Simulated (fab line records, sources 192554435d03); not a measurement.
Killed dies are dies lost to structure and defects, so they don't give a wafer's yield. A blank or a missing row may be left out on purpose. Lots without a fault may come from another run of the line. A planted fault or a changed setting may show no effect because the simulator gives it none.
Which tool did it? | flow n5_finfet | 12 lots, 36 wafers sampled, at 2 steps of a route of 1938

WHAT THE GAUGES READ, wafer by wafer
N5_BEOL_M11_THK_MEAS_01.
lot  | measured     | on            | M11_ILD_THK (nm)
L074 | day 10 13:27 | film_metro-01 | 265 266 266
L076 | day 10 20:06 | film_metro-01 | 265 262 267
L079 | day 11 18:59 | film_metro-01 | 264 269 274
L082 | day 12 12:38 | film_metro-02 | 265 264 259
L083 | day 12 22:54 | film_metro-02 | 262 264 268
L086 | day 13 07:17 | film_metro-02 | 265 270 269
L088 | day 13 14:37 | film_metro-01 | 265 267 269
L089 | day 14 05:31 | film_metro-01 | 266 262 264
L092 | day 14 13:44 | film_metro-01 | 275 268 271
L091 | day 15 01:32 | film_metro-02 | 266 266 271
L095 | day 15 14:45 | film_metro-01 | 264 265 266
L097 | day 16 22:16 | film_metro-01 | 271 267 274

WHICH TOOL RAN EACH LOT (tool, then ch and the chambers of the sampled wafers, then the start)
lot  | N5_BEOL_M10_SPUTTER_48
L074 | pvd_sputter-01, day 10 10:35
L076 | pvd_sputter-03, day 10 17:49
L079 | pvd_sputter-03, day 11 17:05
L082 | pvd_sputter-02, day 12 10:19
L083 | pvd_sputter-03, day 12 20:49
L086 | pvd_sputter-03, day 13 05:19
L088 | pvd_sputter-03, day 13 12:59
L089 | pvd_sputter-01, day 14 03:50
L092 | pvd_sputter-01, day 14 12:10
L091 | pvd_sputter-02, day 14 23:25
L095 | pvd_sputter-02, day 15 13:05
L097 | pvd_sputter-03, day 16 20:39
- N5_BEOL_M10_SPUTTER_48: material Cu, target thk 12 nm, time 2 s.

THE ANSWER, worked out from the rows above alone
Rule: what is usual is taken from the lots themselves. Put in order of their means at a reading, lots are off if they are a third of the lots or fewer, leave a main group of 4 or more, and stand apart from it by a gap of 3 or more times the standard deviation of the main group's means; of several such gaps the widest counts. A main group whose means are all the same, to the digits that the tables above print for the reading, isn't used. A lot without any number at a reading at which 4 lots or more have one is off too. The other lots that the step has rows for count as sound.
No lot is off at any reading shown: from this, nothing can be told.

WHAT THE SIMULATOR HAD PUT IN
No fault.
